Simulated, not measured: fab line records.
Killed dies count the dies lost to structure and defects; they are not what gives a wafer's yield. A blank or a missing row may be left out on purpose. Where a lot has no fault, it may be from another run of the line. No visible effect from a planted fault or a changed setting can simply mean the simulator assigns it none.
3 desks, one fault :: flow n5_finfet :: only its own numbers are on each desk; what lay behind them is given at the end

## TOOL OWNER'S DESK, rie_diel-06
The tool's own readings at N5_SDB_ETCH_25 (etches SiO2 in C4F6/O2, target depth 10 nm, time 3.3 s): means of the sampled wafers that have a number, for each lot that ran on this tool. A lot is out of limits, marked OUT, if its mean lies more than 4 standard deviations from the usual mean; the brackets give that distance.
Columns: A = C4F6_flow_sccm at N5_SDB_ETCH_25, usual 10.001 sccm; B = drypump_motor_current_A at N5_SDB_ETCH_25, usual 5.5 A; C = oes_product_au at N5_SDB_ETCH_25, usual 0.82 a.u.; D = rf_vpp_V at N5_SDB_ETCH_25, usual 665 V; E = showerhead_plenum_p_Torr at N5_SDB_ETCH_25, usual 2.84 Torr; F = throttle_valve_pct at N5_SDB_ETCH_25, usual 21.20 %
lot: L494
first seen here: day 3 21:02
A: 10.009
B: 5.6
C: 0.82
D: 674
E: 2.81
F: 21.25

lot: L514
first seen here: day 8 23:31
A: 9.970
B: 6.1
C: 0.82
D: 662
E: 2.82
F: 21.31

lot: L516
first seen here: day 10 00:29
A: 10.011
B: 5.6
C: 0.77
D: 673
E: 2.79
F: 21.30
This desk's verdict: no lot among the 3 shows anything out of limits.

## THE DEFECT DESK
Counts from the inspections along the route, per lot, as means over the sampled wafers that have a number. A lot is out of limits, marked OUT, if its mean lies more than 4 standard deviations from the usual mean; the brackets give that distance.
Columns: A = raw_defect_count at N5_SDB_INSPECT_13, usual 69
lot: L494
first seen here: day 3 20:11
A: 48

lot: L498
first seen here: day 4 22:18
A: 65

lot: L502
first seen here: day 5 19:23
A: 56

lot: L503
first seen here: day 6 01:05
A: 91

lot: L514
first seen here: day 8 22:57
A: 94

lot: L516
first seen here: day 9 23:38
A: 80
This desk's verdict: no lot among the 6 shows anything out of limits.

## FROM THE METROLOGY DESK
Means of the sampled wafers that have a number, per lot and without regard to the tool the lot ran on: this is what the gauges read. A lot is out of limits, marked OUT, if its mean lies more than 4 standard deviations from the usual mean; the brackets give that distance. Only the readings that lie furthest out on some lot appear, 7 of the 12 it has.
Columns: A = cd_nm at N5_SDB_CD_MEAS_11, usual 49.9 nm; B = IOFF_N at N5_BEOL_M4_RC_MEAS_101, usual 0.155 nA/um; C = IOFF_P at N5_BEOL_M4_RC_MEAS_101, usual 0.20 nA/um; D = ION_N at N5_BEOL_M4_RC_MEAS_101, usual 672 uA/um; E = ION_P at N5_BEOL_M4_RC_MEAS_101, usual 461 uA/um; F = VT_N at N5_BEOL_M4_RC_MEAS_101, usual 250.4 mV; G = VT_P at N5_BEOL_M4_RC_MEAS_101, usual -251.0 mV
lot: L494
first seen here: day 3 20:08
A: 49.3
B: 0.125
C: 0.16
D: 663
E: 449
F: 253.0
G: -257.1

lot: L498
first seen here: day 4 22:14
A: 47.7
B: 0.152
C: 0.22
D: 664
E: 461
F: 252.1
G: -249.4

lot: L502
first seen here: day 5 19:20
A: 49.1
B: 0.192
C: 0.24
D: 684
E: 466
F: 248.2
G: -248.1

lot: L503
first seen here: day 6 01:02
A: 50.1
B: 0.115
C: 0.17
D: 654
E: 454
F: 255.4
G: -251.9

lot: L514
first seen here: day 8 22:53
A: 51.8
B: 0.161
C: 0.21
D: 675
E: 460
F: 249.3
G: -251.5

lot: L516
first seen here: day 9 23:35
A: 51.1
B: 0.143
C: 0.19
D: 671
E: 457
F: 251.1
G: -252.3
This desk's verdict: no lot among the 6 shows anything out of limits.

## ALL TOGETHER
The tool owner's desk saw nothing out of limits.
The defect desk saw nothing out of limits.
At the metrology desk, nothing out of limits was observed.

## WHAT WAS PUT IN BY THE SIMULATOR
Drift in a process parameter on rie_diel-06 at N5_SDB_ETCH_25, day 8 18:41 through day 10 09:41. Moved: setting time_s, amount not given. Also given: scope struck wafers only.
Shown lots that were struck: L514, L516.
